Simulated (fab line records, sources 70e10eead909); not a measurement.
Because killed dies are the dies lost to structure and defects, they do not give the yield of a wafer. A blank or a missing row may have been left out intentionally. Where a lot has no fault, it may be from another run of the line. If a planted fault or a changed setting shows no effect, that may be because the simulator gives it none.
Chamber matching + flow nand_harc + 4 sister chambers for NHARC_A_CHANNEL_HOLE_D1_ETCH_39 on rie_diel-08
The step etches the open film in N2/H2, target depth 260 nm, time 325 s. 17 wafers are shown with their chamber, then 8 later ones without.

EACH WAFER AND ITS CHAMBER
| wafer  | chamber | run_length_s (s) | rf_vpp_V (V) | oes_product_au (a.u.) |
|--------|---------|------------------|--------------|-----------------------|
| L242.2 | 3       | 346.4            | 427.5        | 0.996                 |
| L242.5 | 3       | 346.3            | 427.1        | 0.995                 |
| L242.6 | 2       | 345.6            | 430.3        | 0.993                 |
| L247.2 | 1       | 346.7            | 432.5        | 1.010                 |
| L247.5 | 1       | 346.5            | 432.8        | 1.007                 |
| L247.6 | 2       | 345.2            | 430.8        | 0.982                 |
| L248.1 | 1       | 346.7            | 434.0        | 1.014                 |
| L248.2 | 0       | 346.1            | 433.1        | 1.002                 |
| L248.5 | 0       | 346.2            | 435.5        | 1.007                 |
| L255.3 | 3       | 346.3            | 426.9        | 0.991                 |
| L255.5 | 3       | 346.6            | 427.0        | 0.998                 |
| L257.3 | 1       | 346.8            | 435.8        | 1.008                 |
| L257.5 | 2       | 345.4            | 430.1        | 0.992                 |
| L262.1 | 0       | 346.0            | 432.5        | 1.011                 |
| L262.3 | 3       | 346.1            | 425.6        | 1.001                 |
| L262.4 | 2       | 345.4            | 430.3        | 0.984                 |
| L263.1 | 2       | 345.3            | 430.2        | 0.996                 |

SIGNATURES (means of the wafers above)
| reading        | chamber 0 | chamber 1 | chamber 2 | chamber 3 | scatter within a chamber |
|----------------|-----------|-----------|-----------|-----------|--------------------------|
| run_length_s   | 346.100   | 346.675   | 345.380   | 346.340   | 0.149                    |
| rf_vpp_V       | 433.700   | 433.775   | 430.340   | 426.820   | 1.04                     |
| oes_product_au | 1.00667   | 1.00975   | 0.98940   | 0.99620   | 0.00457                  |
Rule: for each reading, subtract the chamber's mean from the wafer's reading, divide by that reading's scatter and square the result; add these up over the readings and take the root, which gives the wafer's distance from the chamber. The wafer belongs to the nearest chamber; if the next one is less than 2 further off, it can't be placed. The scatter: the root of (the sum of the squares of (reading less its chamber's mean) over the shown wafers, divided by (wafers less chambers)).

WAFERS MISSING THEIR CHAMBER
| wafer  | run_length_s (s) | rf_vpp_V (V) | oes_product_au (a.u.) |
|--------|------------------|--------------|-----------------------|
| L263.4 | 346.1            | 431.2        | 1.006                 |
| L263.5 | 346.2            | 425.6        | 1.007                 |
| L264.2 | 346.1            | 433.7        | 1.005                 |
| L264.3 | 346.5            | 433.1        | 1.015                 |
| L264.5 | 346.2            | 426.9        | 1.003                 |
| L265.2 | 346.6            | 432.9        | 0.995                 |
| L265.4 | 346.4            | 426.6        | 0.987                 |
| L265.5 | 345.2            | 429.6        | 0.998                 |

WHICH CHAMBER EACH WENT THROUGH
| wafer  | from the rows above     | in truth |
|--------|-------------------------|----------|
| L263.4 | 0                       | 0        |
| L263.5 | 3                       | 3        |
| L264.2 | 0                       | 0        |
| L264.3 | can't be placed: 1 or 0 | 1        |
| L264.5 | 3                       | 3        |
| L265.2 | can't be placed: 1 or 0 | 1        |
| L265.4 | 3                       | 3        |
| L265.5 | 2                       | 2        |
Correctly placed: 6 of 8. Not placeable from these rows: 2 (in 2, the candidates include the true chamber). Placed wrongly: 0.
